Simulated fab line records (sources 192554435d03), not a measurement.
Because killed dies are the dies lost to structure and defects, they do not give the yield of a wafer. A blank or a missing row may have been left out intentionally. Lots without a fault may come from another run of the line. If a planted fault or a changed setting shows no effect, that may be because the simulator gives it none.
Lot-split experiment :: flow n5_finfet :: 7 lots, 21 wafers read, on a route of 1938 steps

== SPLIT DETAILS ==
At N5_WELL_APT_PEB_06 (peb time 90 s), the setting peb_temp_c was moved away from the recipe's 130 C on 3 of the 21 wafers read, by -1.5% to +2.7%. For the rest of the wafers, this setting stayed at what the recipe calls for.

== FROM THE SPLIT TO THE READING: what the file shows between them, 2 steps ==
- N5_WELL_APT_DEVELOP_07: develop time 45 s (also split here: develop_time_s)
- N5_WELL_APT_HARDBAKE_12: time 120 s

== THE READING ==
At N5_WELL_APT_CD_MEAS_08: cd_nm in nanometres, against a target cd of 200 nm. Fault-free wafers of this fab line usually give 201.1 nm, standard deviation 1.7 nm.

wafer: L074.1
tool, chamber at the split: litho_track-03, 0
peb_temp_c as run, C: 130
against the recipe: recipe
cd_nm, nm: 201.3
against lot-mates on the recipe: -

wafer: L074.2
tool, chamber at the split: litho_track-03, 0
peb_temp_c as run, C: 130
against the recipe: recipe
cd_nm, nm: 201.8
against lot-mates on the recipe: -

wafer: L074.4
tool, chamber at the split: litho_track-03, 0
peb_temp_c as run, C: 130
against the recipe: recipe
cd_nm, nm: 203.0
against lot-mates on the recipe: -

wafer: L075.2
tool, chamber at the split: litho_track-03, 0
peb_temp_c as run, C: 133.5
against the recipe: +2.7%
cd_nm, nm: 213.1
against lot-mates on the recipe: +12.0

wafer: L075.4
tool, chamber at the split: litho_track-03, 0
peb_temp_c as run, C: 130
against the recipe: recipe
cd_nm, nm: 201.1
against lot-mates on the recipe: -

wafer: L075.6
tool, chamber at the split: litho_track-03, 0
peb_temp_c as run, C: 133.5
against the recipe: +2.7%
cd_nm, nm: 212.2
against lot-mates on the recipe: +11.1

wafer: L082.2
tool, chamber at the split: litho_track-05, 0
peb_temp_c as run, C: 130
against the recipe: recipe
cd_nm, nm: 200.6
against lot-mates on the recipe: -

wafer: L082.3
tool, chamber at the split: litho_track-05, 0
peb_temp_c as run, C: 130
against the recipe: recipe
cd_nm, nm: 200.8
against lot-mates on the recipe: -

wafer: L082.4
tool, chamber at the split: litho_track-05, 0
peb_temp_c as run, C: 130
against the recipe: recipe
cd_nm, nm: 200.4
against lot-mates on the recipe: -

wafer: L085.2
tool, chamber at the split: litho_track-03, 0
peb_temp_c as run, C: 130
against the recipe: recipe
cd_nm, nm: 198.7
against lot-mates on the recipe: -

wafer: L085.4
tool, chamber at the split: litho_track-03, 0
peb_temp_c as run, C: 130
against the recipe: recipe
cd_nm, nm: 200.1
against lot-mates on the recipe: -

wafer: L085.5
tool, chamber at the split: litho_track-03, 0
peb_temp_c as run, C: 128
against the recipe: -1.5%
cd_nm, nm: 190.1
against lot-mates on the recipe: -9.3

wafer: L088.2
tool, chamber at the split: litho_track-01, 0
peb_temp_c as run, C: 130
against the recipe: recipe
cd_nm, nm: 199.6
against lot-mates on the recipe: -

wafer: L088.4
tool, chamber at the split: litho_track-01, 0
peb_temp_c as run, C: 130
against the recipe: recipe
cd_nm, nm: 200.2
against lot-mates on the recipe: -

wafer: L088.6
tool, chamber at the split: litho_track-01, 0
peb_temp_c as run, C: 130
against the recipe: recipe
cd_nm, nm: 200.2
against lot-mates on the recipe: -

wafer: L091.1
tool, chamber at the split: litho_track-01, 0
peb_temp_c as run, C: 130
against the recipe: recipe
cd_nm, nm: 198.4
against lot-mates on the recipe: -

wafer: L091.2
tool, chamber at the split: litho_track-01, 0
peb_temp_c as run, C: 130
against the recipe: recipe
cd_nm, nm: 201.8
against lot-mates on the recipe: -

wafer: L091.6
tool, chamber at the split: litho_track-01, 0
peb_temp_c as run, C: 130
against the recipe: recipe
cd_nm, nm: 203.1
against lot-mates on the recipe: -

wafer: L097.2
tool, chamber at the split: litho_track-03, 0
peb_temp_c as run, C: 130
against the recipe: recipe
cd_nm, nm: 199.8
against lot-mates on the recipe: -

wafer: L097.4
tool, chamber at the split: litho_track-03, 0
peb_temp_c as run, C: 130
against the recipe: recipe
cd_nm, nm: 203.6
against lot-mates on the recipe: -

wafer: L097.5
tool, chamber at the split: litho_track-03, 0
peb_temp_c as run, C: 130
against the recipe: recipe
cd_nm, nm: 203.3
against lot-mates on the recipe: -

FIT RESULTS
A straight line over all 21 wafers: cd_nm changes by +4.78 nm for each +1% of peb_temp_c; r = +0.93; the points scatter about the line by 1.7 nm.
The same after taking each lot's own level away (the mean of its wafers on the recipe; 21 wafers): +4.58 nm for each +1%; r = +0.96; scatter 1.2 nm.
The reading moves by 12 nm for the largest change in peb_temp_c, on that fit.
The lots' own levels span 199.40 to 202.23 nm, that is 1.7 times the standard deviation above.
Consequently the slope shifts little with the lot-to-lot level, the two slopes agreeing.
Check: with one of the wafers moved furthest among these (+2.7%) left out of the fit, the line predicts +12.3 nm for it against its lot-mates. It came out at +12 nm against them.

== THESE WAFERS: OTHER SPLITS ==
Other splits were also applied to these wafers ahead of the reading. Each is held against what the fit with the lots' levels taken away leaves over:
other split on the same wafers: N5_WELL_APT_DEVELOP_07 develop_time_s
wafers away from the commonest value: 5
r with cd_nm (lot level and that fit taken away): +0.18

== THE WHOLE CHAIN: every reading that the file lists as answering this split, in the file's order ==
step: N5_WELL_APT_CD_MEAS_08
what it does: target cd 200 nm
reading: cd_nm
change (the file's fit): +4.71 nm for each +1% of the setting
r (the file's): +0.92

step: N5_WELL_APT_DESCUM_13
what it does: chemistry O2, time 7.9 s
reading: WELL_APT.cd_nm (the simulator's own value, which no gauge read)
change (the file's fit): +4.64 nm for each +1% of the setting
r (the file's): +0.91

== THE FILE'S OWN FIT ==
cd_nm changes by +4.71 nm for each +1% of peb_temp_c, r = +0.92.
